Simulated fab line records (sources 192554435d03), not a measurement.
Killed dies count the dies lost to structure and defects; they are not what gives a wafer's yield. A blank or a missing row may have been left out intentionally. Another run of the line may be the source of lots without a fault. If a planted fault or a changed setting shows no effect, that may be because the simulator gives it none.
fab line records + flow n5Finfet + part 2 of 2: steps 23 to 29 of 29
record:
- lots: 5
- wafers: 15
- lastDay: 16
route steps=1938 shown BEOL_M5@1136
lots with no fault: from the same line, run without faults
startH: start of the lot's first displayed wafer, in hours after the record's first day + waitH: hours elapsed since this lot's preceding step + " the same as in the row above + L1.1+2: several wafers, shown together as one row + - either no value or no given start + * or withheld: withheld + < > ~ a bound
route shown NAME@n: NAME is a module with steps in the file, n the number in the route of the first one + usual: average and standard deviation across the fault-free wafers + same: alike in all rows + chamber/n: place in a boat + sites: the reading at each site + _std_site: standard deviation of those values + _edge_site: the outer-site mean with the inner-site mean subtracted + radiusMm: how far each site lies from the wafer's centre + mask NAME#n: copy n + behind: the most recent tool/chamber to have shaped the wafer + hold: cause of the lot's hold/its duration in hours/its outcome + device: the n, p or np transistor that did not switch + end of line: at the end of the route, the tests of the same wafers + a step without rows: its recipe alone + killed: at the first sort, the dies lost to defects and structure; wafer yield is something else + map: shows each die of a wafer: x if killed, . if not, _ if none is there
set.NAME: the setting as run; set.NAME@STEP: as run at that earlier step + model.NAME: the simulator's own value behind a step, which no gauge read
a table for each step, a row for each wafer; lots at some steps of the route
services: from which hour (startH, from the record's first day; less than 0 if before it) a tool's chamber was out of use, for how many hours, and why
== steps ==
step: N5_BEOL_M5_STRIP_85
recipe:
- chemistry: C4F6/O2
- resist: SiARC
- rfFrequencyHz: 6e+07
| lot.wafer  | tool       | chamber | startH | waitH |
|------------|------------|---------|--------|-------|
| L076.3+5+6 | rieDiel-01 | 2,2,0   | 169.82 | 0.0   |
| L081.1+3+6 | rieDiel-03 | 1,3,1   | 214.09 | 0.0   |
| L090.1+2+5 | rieDiel-03 | 1,0,3   | 270.74 | 0.0   |
| L091.1+4+5 | rieDiel-01 | 0,1,0   | 278.33 | 0.0   |
| L094.3+5+6 | rieDiel-03 | 1,0,1   | 291.31 | 0.0   |
step: N5_BEOL_M5_STRIP_36
recipe:
- chemistry: N2/H2
- powerW: 450
- tempC: 40
- pressureMtorr: 20
- rfFrequencyHz: 6e+07
- overashFraction: 0.3
- biasPowerW: 7
- h2Frac: 0.5
- n2FlowSccm: 200
- h2FlowSccm: 200
usual:
- drypumpMotorCurrentA: 5.8/0.47
- h2FlowSccm: 200.0/0.6
- oesProductAu: 0.80/0.087
- rfVppV: 59.2/1.5
- showerheadPlenumPTorr: 2.49/0.054
- throttleValvePct: 23.74/0.28
| lot.wafer | tool       | chamber | startH | waitH | drypumpMotorCurrentA | h2FlowSccm | oesProductAu | rfHoursCounterH | rfVppV | showerheadPlenumPTorr | throttleValvePct |
|-----------|------------|---------|--------|-------|----------------------|------------|--------------|-----------------|--------|-----------------------|------------------|
| L076.3    | rieDiel-01 | 2       | 169.83 | 0.0   | 6.0                  | 199.3      | 0.96         | 5               | 60.0   | 2.50                  | 24.09            |
| L076.5    | "          | 2       | "      | "     | 6.0                  | 199.9      | 0.93         | -               | 58.4   | 2.50                  | 24.07            |
| L076.6    | "          | 0       | "      | "     | 6.1                  | 199.5      | 0.94         | -               | 58.4   | 2.48                  | 23.30            |
| L081.1    | rieDiel-03 | 1       | 214.10 | 0.0   | 5.7                  | 199.8      | 0.67         | 242             | 61.2   | 2.50                  | 24.17            |
| L081.3    | "          | 3       | "      | "     | 5.0                  | 199.4      | 0.71         | 218             | 58.0   | 2.40                  | 23.64            |
| L081.6    | "          | 1       | "      | "     | 5.7                  | 199.4      | 0.67         | -               | 58.8   | 2.50                  | 24.15            |
| L090.1    | rieDiel-03 | 1       | 270.75 | 0.0   | 5.7                  | 200.0      | 0.95         | 1               | 59.4   | 2.50                  | 23.92            |
| L090.2    | "          | 0       | "      | "     | 6.0                  | 199.8      | 0.88         | 53              | 56.6   | 2.58                  | 23.87            |
| L090.5    | "          | 3       | "      | "     | 5.0                  | 200.6      | 0.70         | -               | 60.4   | 2.40                  | 23.68            |
| L091.1    | rieDiel-01 | 0       | 278.34 | 0.0   | 6.1                  | 200.7      | 0.88         | 48              | 57.3   | 2.47                  | 23.38            |
| L091.4    | "          | 1       | "      | "     | 5.9                  | 199.8      | 0.83         | 96              | 57.0   | 2.44                  | 23.26            |
| L091.5    | "          | 0       | "      | "     | 6.1                  | 200.1      | 0.86         | -               | 58.9   | 2.47                  | 23.38            |
| L094.3    | rieDiel-03 | 1       | 291.32 | 0.0   | 5.7                  | 199.7      | 0.93         | 7               | 57.3   | 2.50                  | 23.94            |
| L094.5    | "          | 0       | "      | "     | 6.0                  | 200.8      | 0.86         | -               | 64.2   | 2.58                  | 23.86            |
| L094.6    | "          | 1       | "      | "     | 5.7                  | 200.0      | 0.93         | -               | 58.5   | 2.50                  | 23.96            |
step: N5_BEOL_M5_TRENCH_ETCH_37
recipe:
- chemistry: C4F6/O2
- targetDepthA: 716.52
- target: SiCOH_lowk
- timeS: 24.7
- ionEnergyEv: 250
- pressureMtorr: 30
- sourceW: 345
- biasW: 185
- Ar_flow_sccm: 300
- C4F6_flow_sccm: 10
- O2_flow_sccm: 10
usual:
- drypumpMotorCurrentA: 5.8/0.47
- oes_f_703_au: 0.81/0.086
- oes_o_777_au: 0.81/0.088
- oesProductAu: 0.80/0.088
- rfVppV: 662/12
- showerheadPlenumPTorr: 2.79/0.05
- throttleValvePct: 20.98/0.21
| lot.wafer | tool       | chamber | startH | waitH | drypumpMotorCurrentA | oes_f_703_au | oes_o_777_au | oesProductAu | rfHoursCounterH | rfVppV | showerheadPlenumPTorr | throttleValvePct |
|-----------|------------|---------|--------|-------|----------------------|--------------|--------------|--------------|-----------------|--------|-----------------------|------------------|
| L076.3    | rieDiel-01 | 2       | -      | -     | 6.1                  | 0.97         | 0.98         | 0.96         | 5               | 669    | 2.80                  | 20.94            |
| L076.5    | "          | 2       | "      | "     | 6.0                  | 0.97         | 0.98         | 0.96         | -               | 667    | 2.80                  | 20.95            |
| L076.6    | "          | 0       | "      | "     | 6.1                  | 0.93         | 0.94         | 0.93         | -               | 645    | 2.79                  | 20.78            |
| L081.1    | rieDiel-03 | 1       | -      | -     | 5.7                  | 0.68         | 0.67         | 0.68         | 242             | 675    | 2.79                  | 21.38            |
| L081.3    | "          | 3       | "      | "     | 5.0                  | 0.70         | 0.69         | 0.71         | 218             | 674    | 2.70                  | 21.03            |
| L081.6    | "          | 1       | "      | "     | 5.6                  | 0.68         | 0.67         | 0.68         | -               | 676    | 2.79                  | 21.38            |
| L090.1    | rieDiel-03 | 1       | -      | -     | 5.7                  | 0.95         | 0.94         | 0.98         | 1               | 674    | 2.78                  | 21.05            |
| L090.2    | "          | 0       | "      | "     | 6.0                  | 0.84         | 0.86         | 0.87         | 53              | 679    | 2.86                  | 20.83            |
| L090.5    | "          | 3       | "      | "     | 5.0                  | 0.69         | 0.69         | 0.71         | -               | 674    | 2.70                  | 21.02            |
| L091.1    | rieDiel-01 | 0       | -      | -     | 6.1                  | 0.87         | 0.88         | 0.86         | 48              | 644    | 2.77                  | 20.81            |
| L091.4    | "          | 1       | "      | "     | 5.8                  | 0.83         | 0.81         | 0.83         | 96              | 652    | 2.76                  | 20.78            |
| L091.5    | "          | 0       | "      | "     | 6.1                  | 0.88         | 0.87         | 0.85         | -               | 645    | 2.77                  | 20.82            |
| L094.3    | rieDiel-03 | 1       | -      | -     | 5.6                  | 0.93         | 0.92         | 0.94         | 7               | 674    | 2.78                  | 21.05            |
| L094.5    | "          | 0       | "      | "     | 6.0                  | 0.83         | 0.85         | 0.85         | -               | 677    | 2.86                  | 20.84            |
| L094.6    | "          | 1       | "      | "     | 5.6                  | 0.93         | 0.92         | 0.94         | -               | 673    | 2.78                  | 21.05            |
step: N5_BEOL_M5_ETCH_41
recipe:
- chemistry: CH3F/O2
- target: SiCN
- targetDepthA: 315
- taperDeg: 2
- timeS: 56.7
- ionEnergyEv: 120
- maskMaterial: TiN
- pressureMtorr: 30
- sourceW: 395
- biasW: 75
- Ar_flow_sccm: 150
- CH3F_flow_sccm: 30
- O2_flow_sccm: 20
usual:
- drypumpMotorCurrentA: 5.8/0.47
- oesProductAu: 0.80/0.088
- rfVppV: 296.6/1.3
- showerheadPlenumPTorr: 1.96/0.039
- throttleValvePct: 16.37/0.21
| lot.wafer | tool       | chamber | startH | waitH | drypumpMotorCurrentA | oesProductAu | rfHoursCounterH | rfVppV | showerheadPlenumPTorr | throttleValvePct |
|-----------|------------|---------|--------|-------|----------------------|--------------|-----------------|--------|-----------------------|------------------|
| L076.3    | rieDiel-01 | 2       | -      | -     | 6.0                  | 0.96         | 5               | 295.2  | 1.97                  | 16.25            |
| L076.5    | "          | 2       | "      | "     | 6.1                  | 0.96         | -               | 298.4  | 1.97                  | 16.25            |
| L076.6    | "          | 0       | "      | "     | 6.1                  | 0.93         | -               | 297.3  | 1.96                  | 16.14            |
| L081.1    | rieDiel-03 | 1       | -      | -     | 5.7                  | 0.68         | 242             | 295.4  | 1.96                  | 16.82            |
| L081.3    | "          | 3       | "      | "     | 5.0                  | 0.71         | 218             | 293.8  | 1.89                  | 16.47            |
| L081.6    | "          | 1       | "      | "     | 5.7                  | 0.68         | -               | 297.8  | 1.96                  | 16.82            |
| L090.1    | rieDiel-03 | 1       | -      | -     | 5.7                  | 0.97         | 1               | 296.5  | 1.95                  | 16.38            |
| L090.2    | "          | 0       | "      | "     | 6.0                  | 0.86         | 53              | 297.8  | 2.02                  | 16.25            |
| L090.5    | "          | 3       | "      | "     | 5.0                  | 0.70         | -               | 295.1  | 1.89                  | 16.48            |
| L091.1    | rieDiel-01 | 0       | -      | -     | 6.1                  | 0.86         | 48              | 296.9  | 1.95                  | 16.20            |
| L091.4    | "          | 1       | "      | "     | 5.8                  | 0.83         | 96              | 296.0  | 1.93                  | 16.17            |
| L091.5    | "          | 0       | "      | "     | 6.1                  | 0.86         | -               | 296.5  | 1.95                  | 16.22            |
| L094.3    | rieDiel-03 | 1       | -      | -     | 5.6                  | 0.95         | 7               | 296.7  | 1.95                  | 16.39            |
| L094.5    | "          | 0       | "      | "     | 6.0                  | 0.86         | -               | 296.6  | 2.01                  | 16.28            |
| L094.6    | "          | 1       | "      | "     | 5.6                  | 0.94         | -               | 297.0  | 1.95                  | 16.38            |
step: N5_BEOL_M5_STRIP_91
recipe:
- chemistry: N2/H2
- timeS: 10
- powerW: 450
- tempC: 40
- pressureMtorr: 20
- rfFrequencyHz: 6e+07
- biasPowerW: 7
- n2FlowSccm: 200
- h2FlowSccm: 200
usual:
- drypumpMotorCurrentA: 5.8/0.47
- h2FlowSccm: 200.0/0.58
- oesProductAu: 0.80/0.087
- rfVppV: 59.2/0.88
- showerheadPlenumPTorr: 2.49/0.054
- throttleValvePct: 23.74/0.28
| lot.wafer | tool       | chamber | startH | waitH | drypumpMotorCurrentA | h2FlowSccm | oesProductAu | rfHoursCounterH | rfVppV | showerheadPlenumPTorr | throttleValvePct |
|-----------|------------|---------|--------|-------|----------------------|------------|--------------|-----------------|--------|-----------------------|------------------|
| L076.3    | rieDiel-01 | 2       | -      | -     | 6.0                  | 201.3      | 0.94         | 6               | 59.6   | 2.50                  | 24.11            |
| L076.5    | "          | 2       | "      | "     | 6.0                  | 200.5      | 0.94         | -               | 60.2   | 2.50                  | 24.08            |
| L076.6    | "          | 0       | "      | "     | 6.1                  | 200.0      | 0.92         | -               | 59.1   | 2.48                  | 23.32            |
| L081.1    | rieDiel-03 | 1       | -      | -     | 5.7                  | 199.4      | 0.67         | 242             | 58.5   | 2.50                  | 24.18            |
| L081.3    | "          | 3       | "      | "     | 5.0                  | 200.3      | 0.71         | 218             | 58.6   | 2.40                  | 23.65            |
| L081.6    | "          | 1       | "      | "     | 5.7                  | 199.7      | 0.68         | -               | 58.8   | 2.50                  | 24.19            |
| L090.1    | rieDiel-03 | 1       | -      | -     | 5.7                  | 199.6      | 0.96         | 1               | 59.3   | 2.50                  | 23.92            |
| L090.2    | "          | 0       | "      | "     | 6.0                  | 200.2      | 0.87         | 53              | 57.9   | 2.58                  | 23.87            |
| L090.5    | "          | 3       | "      | "     | 5.0                  | 200.7      | 0.70         | -               | 60.5   | 2.40                  | 23.66            |
| L091.1    | rieDiel-01 | 0       | -      | -     | 6.1                  | 199.7      | 0.87         | 48              | 57.8   | 2.47                  | 23.38            |
| L091.4    | "          | 1       | "      | "     | 5.8                  | 201.4      | 0.84         | 96              | 57.8   | 2.44                  | 23.26            |
| L091.5    | "          | 0       | "      | "     | 6.1                  | 200.0      | 0.87         | -               | 60.4   | 2.47                  | 23.37            |
| L094.3    | rieDiel-03 | 1       | -      | -     | 5.6                  | 199.9      | 0.93         | 7               | 59.3   | 2.50                  | 23.90            |
| L094.5    | "          | 0       | "      | "     | 6.0                  | 200.4      | 0.87         | -               | 60.2   | 2.58                  | 23.87            |
| L094.6    | "          | 1       | "      | "     | 5.7                  | 200.0      | 0.94         | -               | 60.0   | 2.50                  | 23.93            |
step: N5_BEOL_M5_OCD_MEAS_38
usual:
- trenchDepthNm: 71.8/1.2
| lot.wafer | tool   | chamber | startH | waitH | trenchDepthNm |
|-----------|--------|---------|--------|-------|---------------|
| L076.3    | ocd-02 | -       | 170.04 | -     | 73.4          |
| L076.5    | "      | -       | "      | "     | 73.1          |
| L076.6    | "      | -       | "      | "     | 72.6          |
| L081.1    | ocd-01 | -       | 214.29 | -     | 71.2          |
| L081.3    | "      | -       | "      | "     | 71.7          |
| L081.6    | "      | -       | "      | "     | 71.1          |
| L090.1    | ocd-02 | -       | 270.94 | -     | 71.7          |
| L090.2    | "      | -       | "      | "     | 72.9          |
| L090.5    | "      | -       | "      | "     | 71.8          |
| L091.1    | ocd-01 | -       | 278.53 | -     | 72.2          |
| L091.4    | "      | -       | "      | "     | 71.8          |
| L091.5    | "      | -       | "      | "     | 72.1          |
| L094.3    | ocd-02 | -       | 291.52 | -     | 71.6          |
| L094.5    | "      | -       | "      | "     | 71.7          |
| L094.6    | "      | -       | "      | "     | 72.1          |
step: N5_BEOL_M5_HM_STRIP_39
recipe:
- chemistry: peroxideTinStrip
- material: TiN
- targetDepthA: 250
- tempC: 50
- timeS: 158
| lot.wafer  | tool        | chamber | startH | waitH |
|------------|-------------|---------|--------|-------|
| L076.3+5+6 | wetBench-06 | 2,5,1   | 170.07 | 0.0   |
| L081.1+3+6 | wetBench-06 | 6,5,1   | 214.32 | 0.0   |
| L090.1+2+5 | wetBench-06 | 0,2,3   | 270.97 | 0.0   |
| L091.1+4+5 | wetBench-05 | 6,5,3   | 278.57 | 0.0   |
| L094.3+5+6 | wetBench-05 | 1,3,0   | 291.54 | 0.0   |
== services ==
| tool          | chamber | startH | hours | kind                        |
|---------------|---------|--------|-------|-----------------------------|
| euvScanner-02 | -       | 146.02 | 4.6   | pm                          |
| euvScanner-02 | -       | 153.21 | 0.3   | repair                      |
| euvScanner-01 | -       | 158.23 | 1.0   | pm                          |
| euvScanner-01 | -       | 159.24 | 4.6   | pm                          |
| rieDiel-01    | 3       | 161.64 | 11.6  | repair                      |
| rieDiel-03    | 3       | 167.69 | 6.6   | repair                      |
| euvScanner-02 | -       | 177.53 | 1.0   | pm                          |
| rieMetal-02   | 1       | 207.66 | 7.3   | repair                      |
| lithoTrack-05 | -       | 212.85 | -     | consumableReplace:filter    |
| euvScanner-01 | -       | 214.38 | 1.0   | pm                          |
| rieDiel-03    | 3       | 222.21 | 10.9  | repair                      |
| euvScanner-02 | -       | 233.68 | 1.0   | pm                          |
| rieMetal-02   | -       | 234.60 | 4.1   | repair                      |
| euvScanner-01 | 0       | 237.90 | -     | calibration                 |
| rieDiel-03    | 1       | 238.81 | -     | clean                       |
| rieDiel-03    | 1       | 238.81 | -     | consumableReplace:focusRing |
| rieDiel-03    | 1       | 238.81 | 25.4  | scheduledDown               |
| rieDiel-03    | 1       | 238.81 | 25.4  | ventCycle                   |
| rieMetal-02   | 1       | 238.84 | 7.9   | repair                      |
| rieDiel-03    | -       | 252.59 | 14.6  | pm                          |
| rieDiel-03    | 2       | 270.09 | 9.5   | repair                      |
| euvScanner-01 | -       | 270.53 | 1.0   | pm                          |
| euvScanner-02 | -       | 273.34 | 5.4   | repair                      |
| euvScanner-02 | -       | 289.83 | 1.0   | pm                          |
